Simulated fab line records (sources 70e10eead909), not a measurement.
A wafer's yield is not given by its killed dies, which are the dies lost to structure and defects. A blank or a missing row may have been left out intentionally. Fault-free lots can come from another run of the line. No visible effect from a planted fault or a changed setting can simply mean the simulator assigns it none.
fab line records    flow nand-harc
record lots=5  wafers=15  last-day=32
route steps=1302 shown THIN_TSV@1289 END@1301
lots that met no fault: from a run of the same line without faults
start-h: start of the lot's first displayed wafer, in hours after the record's first day    wait-h: hours since the lot's step before    " unchanged from the row above    L1.1+2: one row covering several wafers at once    - either no value or no given start    * or withheld: withheld    < > ~ a bound
route shown NAME@n: NAME is a module with steps in the file, n the number in the route of the first one    usual: mean and standard deviation over wafers with no fault    same: alike in all rows    chamber/n: place in a boat    sites: each site's reading    _std_site: their standard deviation    _edge_site: the outer-site mean with the inner-site mean subtracted    radius-mm: for every site, how far away it sits from the centre of the wafer    mask NAME#n: copy n    behind: the last tool/chamber to shape the wafer    hold: what put the lot on hold/how long, in hours/how the hold closed    device: the transistor (n, p or np) that didn't switch    end of line: tests of these same wafers at the route's end    for a step that has no rows: nothing shown but its recipe    killed: at the first sort, the dies lost to defects and structure; wafer yield is something else    map: shows each die of a wafer: x if killed, . if not, _ if none is there
set.NAME: the setting the step ran with; set.NAME@STEP: the setting that earlier step ran with    model.NAME: the simulator's own value behind a step, which no gauge read
lots seen at some steps along the route; tables by step, rows by wafer
services: a tool's chamber out of use, with start hour (start-h, from the record's first day; less than 0 if before it), hours out, and reason
## steps
# step NHARC_THIN_TSV_PEB_31
# recipe peb-temp-c=118  peb-time-s=85
lot.wafer   tool            chamber  start-h  wait-h
L074.4+5+6  litho-track-03  0        562.64   0.0
L076.2+3+6  litho-track-03  0        570.06   0.1
L083.3+4+5  litho-track-02  0        631.37   0.1
L082.4+5+6  litho-track-07  0        632.77   0.0
L092.1+5+6  litho-track-03  0        753.80   0.1
# step NHARC_THIN_TSV_DEVELOP_32
# recipe time-s=70
lot.wafer   tool            chamber  start-h  wait-h
L074.4+5+6  litho-track-03  0        -        -
L076.2+3+6  litho-track-03  0        -        -
L083.3+4+5  litho-track-02  0        -        -
L082.4+5+6  litho-track-07  0        -        -
L092.1+5+6  litho-track-03  0        -        -
# step NHARC_THIN_TSV_CD_MEAS_33
# recipe target-cd-nm=5000  landing-energy-ev=500
# usual cd-nm=5000.6/1.3
lot.wafer  tool       chamber  start-h  wait-h  cd-nm
L074.4     cd-sem-02  0        562.74   -       5001.4
L074.5     "          0        "        "       5001.1
L074.6     "          0        "        "       5002.4
L076.2     cd-sem-02  0        570.16   -       5001.8
L076.3     "          0        "        "       5001.0
L076.6     "          0        "        "       5001.4
L083.3     cd-sem-02  0        631.46   -       5001.3
L083.4     "          0        "        "       4999.2
L083.5     "          0        "        "       5000.2
L082.4     cd-sem-01  0        632.87   -       5001.7
L082.5     "          0        "        "       5001.9
L082.6     "          0        "        "       5002.4
L092.1     cd-sem-01  0        753.89   -       5000.2
L092.5     "          0        "        "       5001.5
L092.6     "          0        "        "       5002.0
# step NHARC_THIN_TSV_HARDBAKE_34
# recipe temp-c=125  time-s=80
lot.wafer   tool            chamber  start-h  wait-h
L074.4+5+6  litho-track-03  0        562.82   -
L076.2+3+6  litho-track-02  0        570.24   -
L083.3+4+5  litho-track-02  0        631.54   -
L082.4+5+6  litho-track-03  0        632.95   -
L092.1+5+6  litho-track-03  0        753.97   -
# step NHARC_THIN_TSV_DESCUM_35
# recipe time-s=3  o2-flow-sccm=200  ar-flow-sccm=0  bias-power-w=0  chemistry=O2
# usual drypump-motor-current-A=5.9/0.58  oes-product-au=1.000/0.0073  rf-vpp-V=57.8/0.97  showerhead-plenum-p-Torr=1.90/0.079  throttle-valve-pct=11.312/0.0084
# same bias-power-w=0
lot.wafer  tool         chamber  start-h  wait-h  drypump-motor-current-A  oes-product-au  rf-hours-counter-h  rf-vpp-V  showerhead-plenum-p-Torr  throttle-valve-pct
L074.4     rie-diel-10  3        562.92   -       6.6                      0.998           6.9                 58.3      1.94                      11.297
L074.6     "            1        "        "       6.5                      0.991           -                   58.9      1.81                      11.310
L074.5     "            2        "        "       6.0                      1.006           -                   57.4      1.97                      11.316
L076.3     rie-diel-13  3        570.32   -       5.6                      0.998           1.6                 57.5      1.80                      11.301
L076.2     "            2        "        "       5.4                      0.990           1.9                 57.0      1.94                      11.310
L076.6     "            0        "        "       6.5                      0.988           -                   57.5      1.84                      11.312
L083.4     rie-diel-10  3        631.61   -       6.5                      1.000           1.3                 56.3      1.94                      11.320
L083.3     "            1        "        "       6.5                      0.990           1.3                 57.5      1.81                      11.326
L083.5     "            0        "        "       6.3                      0.995           -                   57.5      1.92                      11.295
L082.4     rie-diel-13  3        633.02   -       5.6                      0.998           5.5                 56.4      1.80                      11.306
L082.6     "            3        "        "       5.6                      0.981           -                   56.4      1.80                      11.322
L082.5     "            0        "        "       6.4                      0.994           -                   59.1      1.84                      11.322
L092.1     rie-diel-05  3        754.09   -       5.1                      1.000           6.1                 58.4      1.82                      11.303
L092.5     "            0        "        "       5.5                      0.994           -                   57.7      2.03                      11.308
L092.6     "            1        "        "       5.1                      0.997           -                   57.6      2.04                      11.309
# step NHARC_THIN_TSV_ETCH_59
# recipe target-depth-a=8800  icp-w=900  bias-w=100  Cl2_flow_sccm=60  bcl3-flow-sccm=30  time-s=138.1  chemistry=Cl2/BCl3
# usual bias-w=100.0/0.32  drypump-motor-current-A=5.7/0.48  oes-product-au=0.997/0.0069  throttle-valve-pct=22.265/0.0086
lot.wafer  tool          chamber  start-h  wait-h  bias-w  drypump-motor-current-A  oes-product-au  rf-hours-counter-h  throttle-valve-pct
L074.4     rie-metal-02  1        563.13   0.2     100.2   6.3                      0.989           -                   22.274
L074.5     "             0        "        "       99.8    5.6                      0.989           -                   22.266
L074.6     "             1        "        "       100.5   6.3                      0.993           -                   22.273
L076.2     rie-metal-01  1        570.48   0.1     99.9    4.8                      0.989           3.3                 22.270
L076.3     "             1        "        "       100.6   4.8                      0.997           -                   22.263
L076.6     "             0        "        "       99.6    6.0                      1.006           -                   22.261
L083.4     rie-metal-03  0        631.81   0.2     100.1   5.7                      1.008           -                   22.271
L083.3     "             1        "        "       100.2   5.6                      0.999           -                   22.254
L083.5     "             1        "        "       99.7    5.6                      1.009           -                   22.284
L082.4     rie-metal-01  1        633.22   0.2     100.1   4.8                      0.993           -                   22.277
L082.5     "             1        "        "       100.6   4.9                      0.994           -                   22.270
L082.6     "             0        "        "       100.7   6.0                      1.001           -                   22.260
L092.1     rie-metal-02  1        754.22   0.1     100.2   6.3                      0.993           2.3                 22.254
L092.6     "             0        "        "       100.3   5.6                      0.988           -                   22.264
L092.5     "             1        "        "       100.3   6.3                      1.002           -                   22.261
# step NHARC_THIN_TSV_ETCH_36
# recipe target-depth-a=650  over-etch-frac=0.3  time-s=18.571  ion-energy-ev=150  chemistry=Cl2/BCl3
# usual drypump-motor-current-A=5.7/0.48  oes-product-au=0.998/0.0063
lot.wafer  tool          chamber  start-h  wait-h  drypump-motor-current-A  oes-product-au  rf-hours-counter-h
L074.4     rie-metal-02  1        563.29   0.1     6.3                      0.988           -
L074.6     "             1        "        "       6.3                      0.999           -
L074.5     "             0        "        "       5.6                      1.001           -
L076.2     rie-metal-01  0        570.71   0.2     6.0                      1.015           3.5
L076.3     "             0        "        "       6.0                      1.011           -
L076.6     "             0        "        "       6.0                      1.001           -
L083.4     rie-metal-03  1        632.01   0.2     5.6                      1.007           -
L083.3     "             0        "        "       5.7                      1.001           -
L083.5     "             0        "        "       5.7                      0.995           -
L082.4     rie-metal-01  1        633.42   0.2     4.8                      0.999           -
L082.5     "             1        "        "       4.9                      1.000           -
L082.6     "             0        "        "       6.0                      1.000           -
L092.1     rie-metal-02  0        754.45   0.2     5.6                      1.010           1.5
L092.6     "             1        "        "       6.3                      0.996           -
L092.5     "             0        "        "       5.6                      1.006           -
# step NHARC_THIN_TSV_STRIP_56
# recipe power-w=1500  temp-c=250  chemistry=O2
# usual drypump-motor-current-A=6.10/0.15  heater-power-w=313/25  rf-refl-power-W=24/7.8  temp-c=250.01/0.18
lot.wafer  tool             chamber  start-h  wait-h  drypump-motor-current-A  heater-power-w  rf-hours-counter-h  rf-refl-power-W  temp-c
L074.4     plasma-asher-02  1        563.52   0.2     5.89                     294             -                   19               249.89
L074.6     "                0        "        "       5.98                     348             -                   14               250.04
L074.5     "                1        "        "       5.89                     302             -                   20               249.87
L076.2     plasma-asher-01  0        570.85   0.1     6.17                     323             9                   25               250.20
L076.3     "                1        "        "       6.24                     276             -                   35               250.01
L076.6     "                0        "        "       6.18                     323             -                   26               250.22
L083.4     plasma-asher-02  0        632.19   0.2     5.98                     358             -                   13               250.12
L083.3     "                1        "        "       5.89                     310             -                   21               249.85
L083.5     "                1        "        "       5.90                     306             -                   22               249.56
L082.4     plasma-asher-01  1        633.60   0.2     6.27                     285             -                   34               249.94
L082.5     "                1        "        "       6.27                     289             -                   34               250.03
L082.6     "                0        "        "       6.17                     326             -                   24               249.71
L092.1     plasma-asher-01  1        754.54   0.1     6.25                     293             11                  33               249.90
L092.6     "                1        "        "       6.24                     291             -                   35               249.92
L092.5     "                0        "        "       6.17                     301             -                   24               249.86
# step NHARC_THIN_TSV_STRIP_57
# recipe time-s=1200  temp-c=72.5  chemistry=post-etch-residue-remover
# usual temp-c=72.49/0.12
lot.wafer  tool          chamber  start-h  wait-h  temp-c
L074.4     wet-bench-10  7        563.73   0.2     72.43
L074.5     "             3        "        "       72.39
L074.6     "             4        "        "       72.33
L076.3     wet-bench-08  6        571.15   0.2     72.61
L076.6     "             7        "        "       72.37
L076.2     "             0        "        "       72.52
L083.5     wet-bench-08  6        632.47   0.1     72.47
L083.4     "             7        "        "       72.48
L083.3     "             0        "        "       72.41
L082.6     wet-bench-08  4        633.85   0.1     72.42
L082.5     "             0        "        "       72.64
L082.4     "             1        "        "       72.38
L092.6     wet-bench-08  3        754.90   0.1     72.41
L092.5     "             5        "        "       72.44
L092.1     "             6        "        "       72.57
# step NHARC_THIN_TSV_CD_MEAS_37
# usual cd-nm=5001.0/2
lot.wafer  tool       chamber  start-h  wait-h  cd-nm
L074.4     cd-sem-01  -        564.18   -       5000.2
L074.5     "          -        "        "       4999.7
L074.6     "          -        "        "       5002.1
L076.2     cd-sem-01  -        571.66   -       5003.1
L076.3     "          -        "        "       5003.1
L076.6     "          -        "        "       5003.1
L083.3     cd-sem-03  -        632.90   -       5000.4
L083.4     "          -        "        "       4997.6
L083.5     "          -        "        "       4999.5
L082.4     cd-sem-01  -        634.30   -       5003.0
L082.5     "          -        "        "       5001.7
L082.6     "          -        "        "       5004.0
L092.1     cd-sem-02  -        755.34   -       5001.6
L092.5     "          -        "        "       5002.8
L092.6     "          -        "        "       5002.3
# step NHARC_THIN_TSV_ANNEAL_58
# recipe temp-c=400  time-s=1800
# usual tube_center_temp_C_max=401.02/0.16  zone-power-top-pct=10.6/0.57
lot.wafer  tool        chamber  start-h  wait-h  tube_center_temp_C_max  zone-power-top-pct
L074.4     furnace-08  0        566.21   2.0     401.07                  10.0
L074.5     "           0        "        "       400.94                  10.0
L074.6     "           0        "        "       401.10                  10.0
L076.2     furnace-06  0        576.09   4.4     400.98                  11.4
L076.3     "           0        "        "       400.89                  11.4
L076.6     "           0        "        "       401.08                  11.6
L082.4     furnace-06  0        636.10   1.8     401.29                  11.5
L082.5     "           0        "        "       400.90                  11.5
L082.6     "           0        "        "       400.74                  11.3
L083.3     furnace-06  0        636.10   3.2     400.79                  11.4
L083.4     "           0        "        "       401.14                  11.4
L083.5     "           0        "        "       400.95                  11.4
L092.1     furnace-08  0        757.40   2.1     400.94                  9.9
L092.5     "           0        "        "       401.09                  10.0
L092.6     "           0        "        "       400.94                  10.1
# step NHARC_THIN_TSV_INSPECT_40
# usual raw-defect-count=565/100
lot.wafer  tool               chamber  start-h  wait-h  raw-defect-count
L074.4     defect-inspect-01  -        567.65   0.4     632
L074.5     "                  -        "        "       588
L074.6     "                  -        "        "       540
L076.2     defect-inspect-01  -        577.54   0.4     583
L076.3     "                  -        "        "       483
L076.6     "                  -        "        "       561
L083.3     defect-inspect-02  -        637.54   0.4     449
L083.4     "                  -        "        "       432
L083.5     "                  -        "        "       399
L082.4     defect-inspect-01  -        637.54   0.4     697
L082.5     "                  -        "        "       621
L082.6     "                  -        "        "       599
L092.1     defect-inspect-01  -        758.86   0.4     502
L092.5     "                  -        "        "       483
L092.6     "                  -        "        "       560
# step NHARC_END_WLT_00
# usual VT_DECK1_BOTTOM=0.874/0.0069  VT_DECK1_BOTTOM_INNER=0.874/0.0069  VT_DECK1_MEDIAN_NEAR_BOTTOM=0.875/0.0073  VT_DECK1_MEDIAN_NEAR_BOTTOM_INNER=0.875/0.0076  VT_DECK1_MIDDLE=0.888/0.0068  VT_DECK1_MIDDLE_INNER=0.887/0.0071  VT_DECK1_TOP=0.899/0.0076  VT_DECK1_TOP_INNER=0.900/0.0074  VT_DECK2_BOTTOM=0.874/0.0064  VT_DECK2_BOTTOM_INNER=0.873/0.0065  VT_DECK2_MEDIAN_NEAR_BOTTOM=0.875/0.0062  VT_DECK2_MEDIAN_NEAR_BOTTOM_INNER=0.874/0.0062  VT_DECK2_MIDDLE=0.887/0.0067  VT_DECK2_MIDDLE_INNER=0.887/0.0067  VT_DECK2_TOP=0.899/0.0074  VT_DECK2_TOP_INNER=0.899/0.0059
lot.wafer  tool       chamber  start-h  wait-h  VT_DECK1_BOTTOM  VT_DECK1_BOTTOM_INNER  VT_DECK1_MEDIAN_NEAR_BOTTOM  VT_DECK1_MEDIAN_NEAR_BOTTOM_INNER  VT_DECK1_MIDDLE  VT_DECK1_MIDDLE_INNER  VT_DECK1_TOP  VT_DECK1_TOP_INNER  VT_DECK2_BOTTOM  VT_DECK2_BOTTOM_INNER  VT_DECK2_MEDIAN_NEAR_BOTTOM  VT_DECK2_MEDIAN_NEAR_BOTTOM_INNER  VT_DECK2_MIDDLE  VT_DECK2_MIDDLE_INNER  VT_DECK2_TOP  VT_DECK2_TOP_INNER
L074.4     prober-01  -        569.20   1.5     0.878            0.874                  0.870                        0.880                              0.889            0.886                  0.887         0.889               0.872            0.870                  0.874                        0.880                              0.882            0.887                  0.895         0.898
L074.5     "          -        "        "       0.871            0.866                  0.872                        0.877                              0.892            0.886                  0.887         0.898               0.869            0.862                  0.872                        0.869                              0.886            0.883                  0.902         0.893
L074.6     "          -        "        "       0.867            0.874                  0.869                        0.864                              0.880            0.882                  0.899         0.897               0.873            0.875                  0.882                        0.870                              0.876            0.882                  0.896         0.895
L076.2     prober-02  -        578.10   0.6     0.870            0.873                  0.878                        0.874                              0.887            0.893                  0.899         0.902               0.874            0.877                  0.870                        0.866                              0.887            0.886                  0.896         0.893
L076.3     "          -        "        "       0.875            0.877                  0.880                        0.879                              0.886            0.889                  0.892         0.897               0.871            0.868                  0.869                        0.867                              0.893            0.898                  0.895         0.907
L076.6     "          -        580.10   2.6     0.876            0.870                  0.878                        0.887                              0.891            0.889                  0.899         0.895               0.873            0.877                  0.878                        0.873                              0.891            0.886                  0.901         0.903
L083.3     prober-02  -        638.60   1.1     0.875            0.875                  0.869                        0.871                              0.890            0.880                  0.903         0.896               0.864            0.864                  0.870                        0.871                              0.879            0.876                  0.898         0.891
L083.4     "          -        "        "       0.865            0.863                  0.869                        0.863                              0.879            0.875                  0.894         0.898               0.870            0.869                  0.873                        0.874                              0.892            0.879                  0.890         0.896
L083.5     "          -        "        "       0.870            0.873                  0.869                        0.877                              0.885            0.880                  0.897         0.893               0.875            0.866                  0.861                        0.880                              0.876            0.882                  0.887         0.897
L082.4     prober-01  -        639.11   1.6     0.873            0.878                  0.869                        0.874                              0.892            0.890                  0.898         0.889               0.868            0.870                  0.877                        0.858                              0.890            0.880                  0.893         0.891
L082.5     "          -        "        "       0.868            0.867                  0.870                        0.870                              0.881            0.885                  0.894         0.897               0.873            0.869                  0.872                        0.871                              0.884            0.888                  0.896         0.893
L082.6     "          -        "        "       0.873            0.870                  0.873                        0.870                              0.883            0.879                  0.897         0.889               0.867            0.872                  0.873                        0.866                              0.887            0.883                  0.893         0.894
L092.1     prober-02  -        762.00   3.1     0.873            0.873                  0.868                        0.868                              0.884            0.880                  0.901         0.896               0.876            0.871                  0.875                        0.881                              0.890            0.887                  0.895         0.892
L092.5     "          -        764.01   5.1     0.870            0.876                  0.878                        0.864                              0.882            0.891                  0.895         0.901               0.873            0.877                  0.872                        0.880                              0.885            0.887                  0.902         0.899
L092.6     "          -        "        "       0.866            0.864                  0.871                        0.868                              0.887            0.882                  0.900         0.907               0.875            0.866                  0.877                        0.880                              0.887            0.891                  0.896         0.898
## services
tool             chamber  start-h  hours  kind
rie-diel-10      3        543.77   5.0    repair
rie-diel-13      3        547.43   2.9    repair
wet-bench-08     -        556.72   0.9    repair
rie-metal-01     -        575.00   9.0    pm
furnace-08       -        575.08   9.1    repair
litho-track-02   -        577.00   7.0    pm
rie-diel-10      -        582.42   0.3    repair
rie-diel-10      -        596.50   9.0    pm
litho-track-07   -        601.00   7.0    pm
plasma-asher-02  -        603.00   9.0    pm
rie-metal-01     1        618.24   5.9    repair
litho-track-03   -        625.00   7.0    pm
rie-diel-13      -        628.07   0.5    repair
rie-metal-02     -        631.00   9.0    pm
rie-metal-01     1        637.76   5.0    repair
furnace-06       -        659.13   26.0   pm
rie-metal-02     0        668.06   11.7   repair
rie-metal-02     -        672.90   0.3    repair
wet-bench-08     -        687.44   8.0    pm
plasma-asher-01  -        696.22   9.0    pm
rie-metal-02     -        702.57   1.1    repair
plasma-asher-01  -        747.05   1.4    repair
litho-track-02   -        752.00   7.0    pm
rie-metal-01     -        752.00   9.0    pm
## key
fault none
